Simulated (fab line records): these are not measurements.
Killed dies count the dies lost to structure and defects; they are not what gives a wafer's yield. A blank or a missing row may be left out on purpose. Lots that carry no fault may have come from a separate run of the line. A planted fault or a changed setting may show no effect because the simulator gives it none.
Problem report in the 8D (eight disciplines) form, filled by code / flow n5Finfet / the parts of the form that need people (team, actions taken, sign-off) are left out

## 1. WHAT WENT WRONG
N5_HKMG_FIN_INSPECT_14, rawDefectCount: mean 284.0 over 1 wafer from 1 lot; wafers with no fault: 1.9, standard deviation 1.4. So: +99 or more standard deviations from the usual mean.
The step: inspects for defects (macro).
Seen first at day 4 23:56 on defectInspect-02, wafer L515.3. At this step, 9 wafers from 3 lots have a number in the record. Rule for "out" (also "out of limits"): further than 4 standard deviations from the usual mean. The rest of the wafers with a number are treated as sound.

## 2. WHAT THIS IS AND IS NOT
question=which readings at this step | is=rawDefectCount | is not=-
question=which lots | is=L515 | is not=L534, L535
question=which wafers of those lots | is=L515.3 | is not=L515.1, L515.6
question=read on which gauges | is=defectInspect-02 | is not=-
question=when | is=from day 4 23:56 | is not=up to then (2 sound wafers); but 6 sound wafers of L534, L535 came after

## 3. THE SUSPECTS, EACH WITH WHAT RULES IT OUT
Counting: if a tool at a process step up to the reading ran every lot that is out, it stays a suspect. Sound lots after the first of them don't rule it out here, since some wafers of a struck lot are sound.
- the gauge at N5_HKMG_FIN_INSPECT_14: ruled out. All the wafers that are out were read on defectInspect-02, but those of them that N5_PASSIVATION_PROBE_49 has rows for are out there too, on other tools.
- wetBench-03 at N5_HKMG_FIN_WET_ETCH_78 (etches Al2O3 in dNH4OH, stops on La2O3, target depth 4.5 nm, rinse time 30 s): kept. It ran the lot that is out, L515 (day 4 21:53).
Left after counting: wetBench-03 at N5_HKMG_FIN_WET_ETCH_78.

## 4. THE CAUSE (what the simulator had put in)
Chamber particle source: wetBench-03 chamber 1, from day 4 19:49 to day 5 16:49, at N5_HKMG_FIN_WET_ETCH_78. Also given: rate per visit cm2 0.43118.
Counting left only this tool.

## 5. THE EFFECT CHAIN, in route order
Each row: a reading where the mean over the struck wafers with a number is more than 3 standard deviations away from the usual. Only readings for which the record gives a usual standard deviation are gone through. hours: the time from each lot's start at the first step in this table that gives one to its start at this step, as a median over the lots. sigmas: the change in usual standard deviations.
hours=0; step=N5_HKMG_FIN_INSPECT_14; reading=rawDefectCount; usual=1.9; on struck wafers=284.0; change=+282.1; sigmas=+99 or more
hours=208; step=N5_PASSIVATION_PROBE_49; reading=defectLimitedYield; usual=91.2 %; on struck wafers=85.9; change=-5.3; sigmas=-3.8
hours=208; step=N5_PASSIVATION_PROBE_49; reading=killedAtFrontEnd; usual=38; on struck wafers=102; change=+64; sigmas=+5.8
hours=208; step=N5_PASSIVATION_PROBE_49; reading=killedDies; usual=103; on struck wafers=166; change=+63; sigmas=+3.7
hours=208; step=N5_PASSIVATION_PROBE_49; reading=sort_bin_5_function; usual=5.1 %; on struck wafers=9.7; change=+4.6; sigmas=+5.2
hours=208; step=N5_PASSIVATION_PROBE_49; reading=sortNPass; usual=1077; on struck wafers=1014; change=-63; sigmas=-3.7
hours=208; step=N5_PASSIVATION_PROBE_49; reading=sortYieldPct; usual=91.2 %; on struck wafers=85.9; change=-5.3; sigmas=-3.8
It contains these process steps:
- N5_PASSIVATION_PROBE_49
Later measuring or inspecting steps at which every struck wafer that the step has a row for has a number for every such reading, and none has moved that far: N5_BEOL_M4_RC_MEAS_101.

## 6. HOW IT WOULD HAVE BEEN CAUGHT EARLIER
Counted from the fault's start at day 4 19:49, it took 4 hours until the first out-of-limits reading at a measuring or inspecting step in this record, taken at day 4 23:56.
All the lots that are out (1) had begun N5_HKMG_FIN_WET_ETCH_78 on wetBench-03 by day 4 23:56. Holding the tool at that point would not have protected any of them.
